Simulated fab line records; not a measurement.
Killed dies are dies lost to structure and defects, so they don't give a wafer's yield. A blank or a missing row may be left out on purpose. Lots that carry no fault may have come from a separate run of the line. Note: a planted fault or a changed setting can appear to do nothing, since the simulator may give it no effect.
The tool behind it: which one?	flow n5 finfet	23 lots with 69 wafers sampled at 6 steps, on a route of 1938 steps

## WHAT THE GAUGES SHOWED, per wafer
No reading from a measuring or inspecting step in the record can be judged against a usual standard deviation.

## EACH LOT AND THE TOOL THAT RAN IT (in order: tool; ch and the chambers of the sampled wafers; start)
lot	N5_BEOL_M3_STRIP_19	N5_BEOL_M3_STRIP_36	N5_BEOL_M3_ANNEAL_89	N5_BEOL_M3_SPUTTER_90	N5_BEOL_M3_DEP_57	N5_BEOL_M4_HM_DEP_02
L074	rie diel-01 ch 1,2,3, day 8 08:25	rie diel-03 ch 0,2,3, day 8 10:17	pvd sputter-01, day 8 12:35	pvd sputter-01, day 8 12:43	pecvd-03 ch 0,1, day 8 14:23	pvd sputter-02, day 8 14:43
L075	rie diel-03 ch 0,2, day 9 13:49	rie diel-01 ch 1,2, day 9 21:07	pvd sputter-02, day 9 23:10	pvd sputter-02, day 9 23:18	pecvd-01 ch 0,2, day 10 00:57	pvd sputter-03, day 10 01:19
L076	rie diel-06 ch 0,2,3, day 9 14:31	rie diel-03 ch 0,2,3, day 9 21:14	pvd sputter-03, day 9 23:29	pvd sputter-03, day 9 23:38	pecvd-01 ch 0,2, day 10 01:17	pvd sputter-03, day 10 03:29
L077	rie diel-03 ch 1,3, day 9 18:55	rie diel-03 ch 1,2,3, day 9 21:43	pvd sputter-01, day 9 23:52	pvd sputter-01, day 10 00:00	pecvd-01 ch 0,1, day 10 01:39	pvd sputter-01, day 10 03:49
L078	rie diel-06 ch 0,1,3, day 9 20:37	rie diel-06 ch 0,2,3, day 10 00:23	pvd sputter-01, day 10 02:56	pvd sputter-01, day 10 03:05	pecvd-03 ch 0,1, day 10 04:50	pvd sputter-01, day 10 05:30
L081	rie diel-03 ch 0,1,3, day 10 10:26	rie diel-03 ch 2,3, day 10 14:05	pvd sputter-01, day 10 16:19	pvd sputter-01, day 10 16:28	pecvd-04 ch 1,2, day 10 18:29	pvd sputter-02, day 10 19:02
L080	rie diel-01 ch 1,2,3, day 10 12:34	rie diel-06 ch 2,3, day 10 14:07	pvd sputter-02, day 10 16:12	pvd sputter-02, day 10 16:20	pecvd-04 ch 0,2, day 10 17:59	pvd sputter-03, day 10 18:42
L083	rie diel-01 ch 0,2,3, day 10 18:11	rie diel-06 ch 0,3, day 10 21:36	pvd sputter-03, day 10 23:42	pvd sputter-03, day 10 23:50	pecvd-03 ch 0,2, day 11 01:36	pvd sputter-03, day 11 02:01
L084	rie diel-06 ch 0,2,3, day 10 19:59	rie diel-03 ch 0,1, day 11 03:10	pvd sputter-01, day 11 05:05	pvd sputter-01, day 11 05:13	pecvd-01 ch 1,2, day 11 06:52	pvd sputter-01, day 11 08:53
L085	rie diel-06 ch 0,3, day 11 02:52	rie diel-06 ch 2,3, day 11 05:48	pvd sputter-02, day 11 07:56	pvd sputter-02, day 11 08:05	pecvd-01 ch 0,1,2, day 11 11:12	pvd sputter-02, day 11 11:40
L086	rie diel-01 ch 0,3, day 11 12:37	rie diel-01 ch 1,3, day 11 14:22	pvd sputter-02, day 11 16:32	pvd sputter-02, day 11 16:40	pecvd-03 ch 0,1,2, day 11 18:19	pvd sputter-02, day 11 18:56
L087	rie diel-01 ch 0,3, day 11 15:43	rie diel-06 ch 0,2,3, day 12 22:53	pvd sputter-02, day 13 02:58	pvd sputter-02, day 13 03:07	pecvd-03 ch 0,1,2, day 13 04:46	pvd sputter-01, day 13 07:06
L092	rie diel-01 ch 0,1, day 11 16:44	rie diel-03 ch 0,2,3, day 11 19:22	pvd sputter-01, day 11 22:04	pvd sputter-01, day 11 22:13	pecvd-03 ch 0,2, day 12 00:00	pvd sputter-01, day 12 01:11
L088	rie diel-03 ch 2,3, day 12 01:54	rie diel-01 ch 1,2,3, day 12 14:11	pvd sputter-02, day 12 16:52	pvd sputter-02, day 12 17:00	pecvd-04 ch 0,1, day 12 18:41	pvd sputter-03, day 12 21:47
L089	rie diel-06 ch 0,2,3, day 12 05:11	rie diel-03 ch 2,3, day 13 04:03	pvd sputter-02, day 13 07:49	pvd sputter-02, day 13 07:57	pecvd-03 ch 1,2, day 13 09:47	pvd sputter-03, day 13 11:46
L090	rie diel-03 ch 0,1, day 12 11:46	rie diel-06 ch 2,3, day 13 04:05	pvd sputter-03, day 13 07:40	pvd sputter-03, day 13 07:49	pecvd-01 ch 1,2, day 13 09:31	pvd sputter-03, day 13 11:35
L091	rie diel-01 ch 0,1,3, day 12 17:03	rie diel-01 ch 1,2,3, day 13 08:26	pvd sputter-03, day 13 10:34	pvd sputter-03, day 13 10:43	pecvd-03 ch 0,1,2, day 13 12:25	pvd sputter-01, day 13 13:13
L093	rie diel-06 ch 1,3, day 13 04:57	rie diel-06 ch 0,2,3, day 14 01:31	pvd sputter-02, day 14 03:32	pvd sputter-02, day 14 03:41	pecvd-01 ch 1,2, day 14 05:22	pvd sputter-01, day 14 06:10
L095	rie diel-06 ch 2,3, day 13 09:46	rie diel-03 ch 1,2, day 14 19:03	pvd sputter-02, day 14 22:16	pvd sputter-02, day 14 22:25	pecvd-01 ch 1,2, day 15 00:07	pvd sputter-02, day 15 03:25
L079	rie diel-06 ch 1,2,3, day 13 15:00	rie diel-01 ch 0,2,3, day 14 01:31	pvd sputter-03, day 14 05:02	pvd sputter-03, day 14 05:11	pecvd-04 ch 1,2, day 14 06:56	pvd sputter-03, day 14 08:37
L097	rie diel-01 ch 0,2,3, day 13 19:13	rie diel-01 ch 0,1, day 14 04:30	pvd sputter-03, day 14 07:28	pvd sputter-03, day 14 07:36	pecvd-01 ch 1,2, day 14 09:15	pvd sputter-03, day 14 10:24
L096	rie diel-03 ch 0,3, day 13 22:58	rie diel-01 ch 0,1, day 14 23:28	pvd sputter-01, day 15 03:51	pvd sputter-01, day 15 03:59	pecvd-01 ch 1,2, day 15 05:42	pvd sputter-02, day 15 07:01
L094	rie diel-06 ch 0,3, day 14 01:10	rie diel-03 ch 0,3, day 15 03:58	pvd sputter-01, day 15 06:28	pvd sputter-01, day 15 06:37	pecvd-01 ch 0,1, day 15 08:22	pvd sputter-01, day 15 08:39
- N5_BEOL_M3_STRIP_19: strips in O2.
- N5_BEOL_M3_STRIP_36: strips in N2/H2.
- N5_BEOL_M3_ANNEAL_89: time 240 s.
- N5_BEOL_M3_SPUTTER_90: material Cu, target thk 4.5 nm, time 8.29 s.
- N5_BEOL_M3_DEP_57: deposits SiCN from 3MS/NH3, target thk 8 nm, time 14 s.
- N5_BEOL_M4_HM_DEP_02: deposits TiN, target thk 20 nm.

## WHAT THE TOOLS THEMSELVES READ (means of the sampled wafers that have a number; where no wafer has one, the mark that the record gives instead)
N5_BEOL_M3_STRIP_19.
lot	tool	drypump motor current A (A)	o2 flow sccm (sccm)	oes product au (a.u.)	rf vpp V (V)	showerhead plenum p Torr (Torr)	throttle valve pct (%)
L074	rie diel-01	6.2	224.5	0.89	3.4	2.13	16.70
L075	rie diel-03	5.3	223.8	0.72	3.1	2.12	16.88
L076	rie diel-06	6.0	225.3	0.76	3.5	2.11	16.89
L077	rie diel-03	5.9	225.3	0.79	3.3	2.05	16.47
L078	rie diel-06	5.6	224.6	0.73	3.7	2.15	16.96
L081	rie diel-03	5.6	225.6	0.77	3.4	2.07	16.68
L080	rie diel-01	6.2	225.6	0.85	4.0	2.13	16.74
L083	rie diel-01	6.3	224.9	0.87	3.5	2.10	16.83
L084	rie diel-06	6.0	224.8	0.75	3.3	2.10	16.92
L085	rie diel-06	6.0	225.1	0.72	3.5	2.15	17.04
L086	rie diel-01	6.4	225.5	0.83	3.8	2.04	16.93
L087	rie diel-01	6.2	225.0	0.86	3.6	2.04	16.82
L092	rie diel-01	6.5	225.4	0.77	3.4	2.05	16.95
L088	rie diel-03	5.1	225.0	0.78	3.9	2.16	16.74
L089	rie diel-06	6.0	224.9	0.74	3.2	2.10	16.94
L090	rie diel-03	5.9	224.9	0.72	3.7	2.03	16.61
L091	rie diel-01	6.3	225.2	0.80	3.7	2.06	16.85
L093	rie diel-06	5.2	224.6	0.84	3.6	2.14	16.81
L095	rie diel-06	5.6	224.7	0.78	3.7	2.09	16.92
L079	rie diel-06	5.6	225.1	0.82	3.0	2.09	16.74
L097	rie diel-01	6.3	224.2	0.83	3.6	2.09	16.88
L096	rie diel-03	5.4	224.6	0.80	3.5	2.11	16.85
L094	rie diel-06	5.6	224.6	0.83	3.7	2.14	16.88

N5_BEOL_M3_STRIP_36.
lot	tool	drypump motor current A (A)	oes product au (a.u.)	rf vpp V (V)	showerhead plenum p Torr (Torr)	throttle valve pct (%)
L074	rie diel-03	5.3	0.79	58.5	2.59	23.72
L075	rie diel-01	6.4	0.85	59.2	2.65	23.90
L076	rie diel-03	5.3	0.78	58.5	2.58	23.74
L077	rie diel-03	5.5	0.79	58.9	2.55	23.64
L078	rie diel-06	6.0	0.76	58.2	2.54	23.99
L081	rie diel-03	5.3	0.83	60.2	2.60	23.72
L080	rie diel-06	6.0	0.78	58.9	2.48	23.90
L083	rie diel-06	5.6	0.76	59.1	2.58	24.07
L084	rie diel-03	5.7	0.72	59.3	2.48	23.73
L085	rie diel-06	6.0	0.77	59.6	2.48	23.91
L086	rie diel-01	6.1	0.85	58.7	2.50	23.66
L087	rie diel-06	6.0	0.74	58.8	2.53	24.00
L092	rie diel-03	5.3	0.77	59.6	2.57	23.75
L088	rie diel-01	6.2	0.82	57.9	2.56	23.82
L089	rie diel-03	5.3	0.81	58.9	2.59	23.75
L090	rie diel-06	6.0	0.76	59.3	2.47	23.92
L091	rie diel-01	6.2	0.82	57.1	2.56	23.81
L093	rie diel-06	6.0	0.82	59.2	2.53	23.93
L095	rie diel-03	5.8	0.72	59.6	2.49	23.59
L079	rie diel-01	6.3	0.84	59.5	2.53	23.93
L097	rie diel-01	6.5	0.75	58.7	2.47	23.92
L096	rie diel-01	6.4	0.74	58.0	2.49	23.81
L094	rie diel-03	5.4	0.74	59.8	2.52	23.84

N5_BEOL_M3_ANNEAL_89.
lot	tool	heater power w (W)	susceptor temp C (C)
L074	pvd sputter-01	901	399.76
L075	pvd sputter-02	793	400.02
L076	pvd sputter-03	802	400.10
L077	pvd sputter-01	834	400.09
L078	pvd sputter-01	826	399.96
L081	pvd sputter-01	894	400.09
L080	pvd sputter-02	835	399.83
L083	pvd sputter-03	792	399.96
L084	pvd sputter-01	801	399.78
L085	pvd sputter-02	850	399.85
L086	pvd sputter-02	858	399.98
L087	pvd sputter-02	829	400.04
L092	pvd sputter-01	827	400.00
L088	pvd sputter-02	781	399.78
L089	pvd sputter-02	838	400.10
L090	pvd sputter-03	783	399.71
L091	pvd sputter-03	851	400.13
L093	pvd sputter-02	834	400.13
L095	pvd sputter-02	774	399.82
L079	pvd sputter-03	744	400.04
L097	pvd sputter-03	783	400.17
L096	pvd sputter-01	862	399.75
L094	pvd sputter-01	888	400.16

N5_BEOL_M3_SPUTTER_90.
lot	tool	chuck sensor temp C (C)	substrate temp c (C)	susceptor temp C (C)	throttle valve pct (%)
L074	pvd sputter-01	-16.2	-19.89	-20.00	29.5
L075	pvd sputter-02	-16.6	-19.94	-20.02	29.1
L076	pvd sputter-03	-16.0	-20.02	-20.00	31.0
L077	pvd sputter-01	-16.1	-19.92	-20.09	29.7
L078	pvd sputter-01	-16.1	-20.06	-20.01	29.7
L081	pvd sputter-01	-16.1	-20.09	-20.09	29.6
L080	pvd sputter-02	-16.3	-20.07	-20.00	30.1
L083	pvd sputter-03	-15.9	-20.02	-20.07	30.6
L084	pvd sputter-01	-16.2	-19.96	-19.94	30.1
L085	pvd sputter-02	-16.1	-19.99	-19.94	30.5
L086	pvd sputter-02	-16.0	-19.98	-20.08	28.3
L087	pvd sputter-02	-16.2	-20.06	-20.02	28.5
L092	pvd sputter-01	-16.1	-20.03	-19.90	30.2
L088	pvd sputter-02	-16.6	-20.05	-20.06	29.1
L089	pvd sputter-02	-16.1	-20.06	-20.12	28.5
L090	pvd sputter-03	-16.1	-20.05	-20.02	30.7
L091	pvd sputter-03	-16.2	-20.03	-19.95	30.2
L093	pvd sputter-02	-16.4	-20.07	-20.02	30.2
L095	pvd sputter-02	-17.0	-19.95	-19.93	30.2
L079	pvd sputter-03	-15.9	-19.95	-19.91	30.6
L097	pvd sputter-03	-15.9	-20.04	-19.96	30.5
L096	pvd sputter-01	-15.8	-19.94	-20.06	30.6
L094	pvd sputter-01	-16.2	-20.08	-20.08	30.2

N5_BEOL_M3_DEP_57.
lot	tool	showerhead plenum p Torr (Torr)	throttle valve pct (%)
L074	pecvd-03	3.679	9.0
L075	pecvd-01	3.654	8.5
L076	pecvd-01	3.656	8.6
L077	pecvd-01	3.665	8.9
L078	pecvd-03	3.681	8.9
L081	pecvd-04	3.664	9.1
L080	pecvd-04	3.659	9.0
L083	pecvd-03	3.671	8.9
L084	pecvd-01	3.658	9.2
L085	pecvd-01	3.653	8.9
L086	pecvd-03	3.672	8.9
L087	pecvd-03	3.670	8.8
L092	pecvd-03	3.659	8.6
L088	pecvd-04	3.666	9.3
L089	pecvd-03	3.666	8.8
L090	pecvd-01	3.649	9.2
L091	pecvd-03	3.667	8.8
L093	pecvd-01	3.650	9.0
L095	pecvd-01	3.655	8.8
L079	pecvd-04	3.667	9.2
L097	pecvd-01	3.649	8.9
L096	pecvd-01	3.651	9.1
L094	pecvd-01	3.660	9.0

N5_BEOL_M4_HM_DEP_02.
lot	tool	substrate temp c (C)	susceptor temp C (C)	throttle valve pct (%)
L074	pvd sputter-02	24.96	24.95	30.5
L075	pvd sputter-03	24.98	25.04	30.2
L076	pvd sputter-03	25.13	25.02	29.9
L077	pvd sputter-01	24.98	25.01	29.7
L078	pvd sputter-01	25.07	24.96	29.9
L081	pvd sputter-02	24.90	24.81	29.2
L080	pvd sputter-03	24.91	24.96	30.7
L083	pvd sputter-03	24.96	24.89	30.8
L084	pvd sputter-01	25.04	25.04	30.3
L085	pvd sputter-02	25.01	25.01	29.1
L086	pvd sputter-02	24.88	25.07	29.4
L087	pvd sputter-01	24.90	25.06	30.0
L092	pvd sputter-01	25.01	25.01	30.2
L088	pvd sputter-03	25.03	24.97	29.5
L089	pvd sputter-03	25.04	24.96	30.9
L090	pvd sputter-03	24.97	24.86	29.8
L091	pvd sputter-01	25.01	25.07	29.6
L093	pvd sputter-01	24.91	24.99	29.2
L095	pvd sputter-02	24.96	25.07	29.5
L079	pvd sputter-03	25.04	25.00	30.0
L097	pvd sputter-03	25.09	24.95	29.3
L096	pvd sputter-02	24.95	24.98	30.7
L094	pvd sputter-01	25.11	24.92	29.7

## THE ANSWER, worked out from the rows above alone
Rule: usual is defined by the lots themselves. Put in order of their means at a reading, lots are off if they are a third of the lots or fewer, leave a main group of 4 or more, and stand apart from it by a gap of 3 or more times the standard deviation of the main group's means; of several such gaps the widest counts. A main group whose means are all the same, to the digits that the tables above print for the reading, isn't used. Also off: a lot with no number at a reading for which 4 or more lots have one. Any other lot the step has rows for is counted as sound. After the gauges, taken in route order, come the tools' own readings; for these a lot's mean is taken, as printed above. At the first step where some lot is off, the reading lying furthest off is the one used; lots without a number count as furthest.
No lot is off on any of the readings shown, so nothing can be concluded from this.

## WHAT WAS PUT IN BY THE SIMULATOR
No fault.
